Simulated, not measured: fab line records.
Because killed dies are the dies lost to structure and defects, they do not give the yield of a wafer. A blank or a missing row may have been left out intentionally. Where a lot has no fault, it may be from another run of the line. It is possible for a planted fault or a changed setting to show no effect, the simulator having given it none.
A struck lot beside a sound one | flow nand harc | 15 steps out of a route of 1159
Sound: these wafers, L385.1, L385.5, L385.6. Struck: wafers L386.3, L386.5. (L386.1 of the same lot was not struck and is left out.) The cause comes at the end.
Per side, at each step with rows, come the tool, then ch with its chambers, and then its first start. Under that, the readings that differ: sound wafers | struck wafers | difference of the means | sigmas: that difference in standard deviations of wafers without a fault.
alike: readings with means less than 2 such deviations apart, plus words and numbers identical on both sides. not compared: withheld readings, readings lacking a value on some wafer, bounds such as >300 that could conceal the same value, and numbers that have no deviation in the record and whose values overlap.
A row with sigmas, a row that says differs or no value, or rows on one side alone: a step with any of these is where the two part. Non-overlapping numbers with no deviation appear without sigmas and do not part them. A reading missing from all wafers of one side parts the sides only when that side holds two or more wafers.

first, 7 steps without rows for these wafers: NHARC_P_STI_COAT_41 (time 65 s); NHARC_P_STI_COAT_03 (resist thk 600 nm); NHARC_P_STI_SOFTBAKE_04 (time 70 s); NHARC_P_STI_EBR_05; NHARC_P_STI_EXPOSE_06 (exposes mask P STI, target cd 200 nm); NHARC_P_STI_PEB_07 (peb time 80 s); NHARC_P_STI_DEVELOP_08 (time 50 s).
NHARC_P_STI_CD_MEAS_09: target cd 200 nm.
  sound on cd sem-03 ch 0, day 4 17:53; struck on cd sem-02 ch 0, day 5 00:23
  reading    | sound             | struck      | difference | sigmas
  cd nm (nm) | 193.2 193.9 197.3 | 200.9 201.3 | +6.3       | +2
NHARC_P_STI_OVL_MEAS_10:
  sound: overlay-01 at day 4 17:59; struck: overlay-01 at day 5 00:28
  alike: overlay x nm, overlay y nm
NHARC_P_STI_INSPECT_11:
  sound: defect inspect-01 at day 4 18:01; struck: defect inspect-02 at day 5 00:31
  alike: raw defect count
then, 1 step without rows for these wafers: NHARC_P_STI_HARDBAKE_13 (time 65 s).
NHARC_P_STI_DESCUM_14: chemistry O2, time 3 s.
  sound on rie diel-03 ch 2,3, day 4 18:11; struck on rie diel-03 ch 2,3, day 5 00:39
  alike: drypump motor current A, oes product au, rf vpp V, showerhead plenum p Torr, throttle valve pct
  not compared: rf hours counter h
NHARC_P_STI_ETCH_42: etches the open film in N2/H2, target depth 80 nm, overetch 24 nm, time 61 s.
  sound on rie diel-03 ch 0,2,3, day 4 18:16; struck on rie diel-03 ch 0,3, day 5 00:44
  reading                | sound                | struck        | difference | sigmas
  run length s (s)       | 81.8 83.3 81.8       | 65.8 66.2     | -16.3      | -37
  throttle valve pct (%) | 14.182 14.161 14.152 | 14.190 14.184 | +0.022     | +2
  alike: drypump motor current A, oes product au, rf vpp V, showerhead plenum p Torr
  not compared: rf hours counter h
NHARC_P_STI_ETCH_31: etches the open film in CF4/CHF3, target depth 108.9 nm, time 54.5 s.
  sound: rie diel-03 ch 2,3; struck: rie diel-03 ch 1,3
  reading               | sound             | struck      | difference | sigmas
  oes product au (a.u.) | 0.974 0.972 0.966 | 0.922 0.918 | -0.051     | -3
  alike: drypump motor current A, rf vpp V, run length s, showerhead plenum p Torr, throttle valve pct
  not compared: rf hours counter h
-- record jumps: 17 days between struck wafers' starts before vs after; left off in module P_STI, resumes in module END, first step shown is number 1159 of the route --
NHARC_END_SORT_01:
  at this point the record logs the struck wafers (prober-01 ch 0, day 21 19:34) and has no rows for the sound ones

## WHERE THEY PART
Earliest at NHARC_P_STI_CD_MEAS_09; latest, in this record, at NHARC_END_SORT_01.

WHY: whatever the simulator had introduced
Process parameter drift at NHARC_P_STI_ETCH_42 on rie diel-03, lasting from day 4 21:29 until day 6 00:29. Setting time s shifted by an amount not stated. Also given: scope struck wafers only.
